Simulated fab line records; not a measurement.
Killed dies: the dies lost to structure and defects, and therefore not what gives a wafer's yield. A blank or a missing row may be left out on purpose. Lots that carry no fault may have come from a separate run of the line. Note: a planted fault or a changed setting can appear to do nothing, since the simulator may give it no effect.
Which of the tools did it? -- flow nandHarc -- Sampling: 14 lots, 42 wafers, 4 of 1159 route steps

WHAT THE GAUGES READ, wafer by wafer
The record holds no reading of a measuring or inspecting step that can be judged against a usual standard deviation.

TOOL THAT RAN EACH LOT (tool first, then ch and the chambers of the sampled wafers, then the start)
lot,NHARC_P_M1_ETCH_35,NHARC_P_M1_DEGAS_29,NHARC_P_M1_DEP_33,NHARC_P_M2_PEB_07
L607,"rieDiel-02 ch 0,3, day 6 09:43","pvdSputter-02, day 6 10:40","pecvd-02 ch 0,2, day 6 12:22","lithoTrack-04 ch 0, day 6 13:31"
L609,"rieDiel-02 ch 0,1,2, day 7 02:31","pvdSputter-02, day 7 03:29","pecvd-03 ch 0,1, day 7 05:14","lithoTrack-04 ch 0, day 7 06:25"
L611,"rieDiel-05 ch 0,1,3, day 7 13:32","pvdSputter-02, day 7 14:30","pecvd-03 ch 0,1,2, day 7 16:11","lithoTrack-04 ch 0, day 7 17:20"
L612,"rieDiel-09 ch 1,3, day 7 22:49","pvdSputter-02, day 7 23:45","pecvd-03 ch 1,2, day 8 01:30","lithoTrack-01, day 8 03:02"
L613,"rieDiel-02 ch 0,3, day 7 23:00","pvdSputter-02, day 7 23:57","pecvd-02 ch 0,2, day 8 01:43","lithoTrack-04, day 8 02:52"
L618,"rieDiel-09 ch 1,3, day 9 01:57","pvdSputter-03, day 9 02:53","pecvd-03 ch 1,2, day 9 04:35","lithoTrack-04 ch 0, day 9 05:45"
L619,"rieDiel-09 ch 0,1,3, day 9 11:14","pvdSputter-03, day 9 12:11","pecvd-03 ch 0,2, day 9 13:57","lithoTrack-06 ch 0, day 9 15:03"
L620,"rieDiel-09 ch 1,3, day 10 01:08","pvdSputter-01, day 10 02:16","pecvd-04 ch 0,1,2, day 10 03:59","lithoTrack-04 ch 0, day 10 05:09"
L623,"rieDiel-02 ch 1,2, day 10 13:52","pvdSputter-01, day 10 14:48","pecvd-04 ch 0,1,2, day 10 16:32","lithoTrack-06 ch 0, day 10 17:45"
L624,"rieDiel-09 ch 2,3, day 10 21:31","pvdSputter-02, day 10 22:34","pecvd-03 ch 0,1,2, day 11 00:21","lithoTrack-06 ch 0, day 11 01:35"
L625,"rieDiel-02 ch 0,1,3, day 10 22:03","pvdSputter-03, day 10 22:59","pecvd-03 ch 1,2, day 11 00:58","lithoTrack-06 ch 0, day 11 01:56"
L627,"rieDiel-02 ch 1,2, day 11 07:40","pvdSputter-02, day 11 08:40","pecvd-02 ch 0,1,2, day 11 10:25","lithoTrack-04 ch 0, day 11 11:32"
L626,"rieDiel-05 ch 2,3, day 11 08:04","pvdSputter-03, day 11 09:01","pecvd-04 ch 0,2, day 11 10:46","lithoTrack-01 ch 0, day 11 11:56"
L628,"rieDiel-05 ch 0,1, day 11 11:19","pvdSputter-02, day 11 12:15","pecvd-03 ch 0,2, day 11 13:59","lithoTrack-01 ch 0, day 11 15:09"
- NHARC_P_M1_ETCH_35: etches the open film in N2/H2, target depth 40 nm, overetch 12 nm, time 43.94 s.
- NHARC_P_M1_DEGAS_29: time 60 s.
- NHARC_P_M1_DEP_33: deposits SiCN, target thk 30 nm.
- NHARC_P_M2_PEB_07: peb time 65 s.

AS READ BY THE TOOLS THEMSELVES (means over the sampled wafers that have a number; for cases with no such wafer, the mark the record gives instead)
NHARC_P_M1_ETCH_35. Usual: drypumpMotorCurrentA 5.8 A, standard deviation 0.49; oesProductAu 1.001 a.u., standard deviation 0.012; rfFwdPowerW 395.2 W, standard deviation 1.8; rfVppV 431.9 V, standard deviation 2.1; showerheadPlenumPTorr 2.09 Torr, standard deviation 0.075; throttleValvePct 14.170 %, standard deviation 0.0091.
lot,tool,drypumpMotorCurrentA (A),oesProductAu (a.u.),rfFwdPowerW (W),rfVppV (V),showerheadPlenumPTorr (Torr),throttleValvePct (%),flag
L607,rieDiel-02,5.8,0.991,395.2,432.3,2.07,14.170,
L609,rieDiel-02,5.6,1.007,395.4,430.3,2.02,14.169,
L611,rieDiel-05,5.8,0.999,394.4,434.2,2.14,14.165,
L612,rieDiel-09,5.6,0.987,395.8,431.3,2.08,14.171,
L613,rieDiel-02,5.8,1.005,394.8,431.3,2.07,14.170,
L618,rieDiel-09,5.5,0.992,394.0,431.6,2.08,14.170,
L619,rieDiel-09,5.6,0.992,396.6,432.8,2.11,14.165,
L620,rieDiel-09,5.5,0.988,396.6,432.5,2.12,14.178,
L623,rieDiel-02,6.1,1.012,393.1,430.2,2.07,14.176,
L624,rieDiel-09,5.7,0.997,396.5,432.5,2.13,14.159,
L625,rieDiel-02,5.6,0.995,395.7,431.2,2.05,14.174,
L627,rieDiel-02,6.1,1.016,394.9,432.0,2.07,14.168,
L626,rieDiel-05,5.7,0.998,396.0,433.0,2.14,14.175,
L628,rieDiel-05,5.4,1.003,393.1,431.6,2.10,14.165,

NHARC_P_M1_DEGAS_29. Usual: heaterPowerW reads 342 W (standard deviation 23).
lot,tool,heaterPowerW (W),flag
L607,pvdSputter-02,328,
L609,pvdSputter-02,354,
L611,pvdSputter-02,346,
L612,pvdSputter-02,352,
L613,pvdSputter-02,312,
L618,pvdSputter-03,322,
L619,pvdSputter-03,343,
L620,pvdSputter-01,350,
L623,pvdSputter-01,367,
L624,pvdSputter-02,339,
L625,pvdSputter-03,333,
L627,pvdSputter-02,335,
L626,pvdSputter-03,334,
L628,pvdSputter-02,353,

NHARC_P_M1_DEP_33. Usual: heaterPowerW 612 W, standard deviation 50; rfFwdPowerW 449.0 W, standard deviation 1.3.
lot,tool,heaterPowerW (W),rfFwdPowerW (W),flag
L607,pecvd-02,639,448.1,
L609,pecvd-03,594,449.8,
L611,pecvd-03,617,449.3,
L612,pecvd-03,609,448.9,
L613,pecvd-02,649,449.6,
L618,pecvd-03,550,449.4,
L619,pecvd-03,583,448.4,
L620,pecvd-04,674,450.4,
L623,pecvd-04,630,448.8,
L624,pecvd-03,630,450.1,
L625,pecvd-03,618,450.3,
L627,pecvd-02,623,447.9,
L626,pecvd-04,675,448.9,
L628,pecvd-03,593,449.4,

NHARC_P_M2_PEB_07. Usual: chillPlateTempC 23.01 C, standard deviation 0.099; exhaustPa 45.0 Pa, standard deviation 0.82.
lot,tool,chillPlateTempC (C),exhaustPa (Pa),flag
L607,lithoTrack-04,22.96,44.7,
L609,lithoTrack-04,22.96,44.8,
L611,lithoTrack-04,22.92,44.2,
L612,lithoTrack-01,-,-,OFF
L613,lithoTrack-04,-,-,OFF
L618,lithoTrack-04,22.89,46.0,
L619,lithoTrack-06,22.96,44.6,
L620,lithoTrack-04,22.93,44.1,
L623,lithoTrack-06,23.03,44.9,
L624,lithoTrack-06,23.00,45.5,
L625,lithoTrack-06,23.00,43.5,
L627,lithoTrack-04,23.03,44.9,
L626,lithoTrack-01,23.05,46.0,
L628,lithoTrack-01,23.03,43.8,

THE ANSWER, worked out from the rows above alone
Rule: take the mean of a lot's wafers that have a number; if it is more than 3 standard deviations from the usual mean, the lot is off. A lot without any number at a reading at which 4 lots or more have one is off too. Any other lot the step has rows for is counted as sound. Order of review: gauges by route order, followed by the tools' own readings, for which a lot's mean as printed above is used. The first step at which some lot is off is used, and at that step the reading that is off furthest; a lot without a number counts as furthest.
Off: L612, L613 (NHARC_P_M2_PEB_07, chillPlateTempC). Without a number there: L612, L613.
A tool fits if, at that step or a process step before it, it ran every lot that is off, and no sound lot after the first of them. None of those tried fits.

WHAT HAD BEEN PUT IN BY THE SIMULATOR
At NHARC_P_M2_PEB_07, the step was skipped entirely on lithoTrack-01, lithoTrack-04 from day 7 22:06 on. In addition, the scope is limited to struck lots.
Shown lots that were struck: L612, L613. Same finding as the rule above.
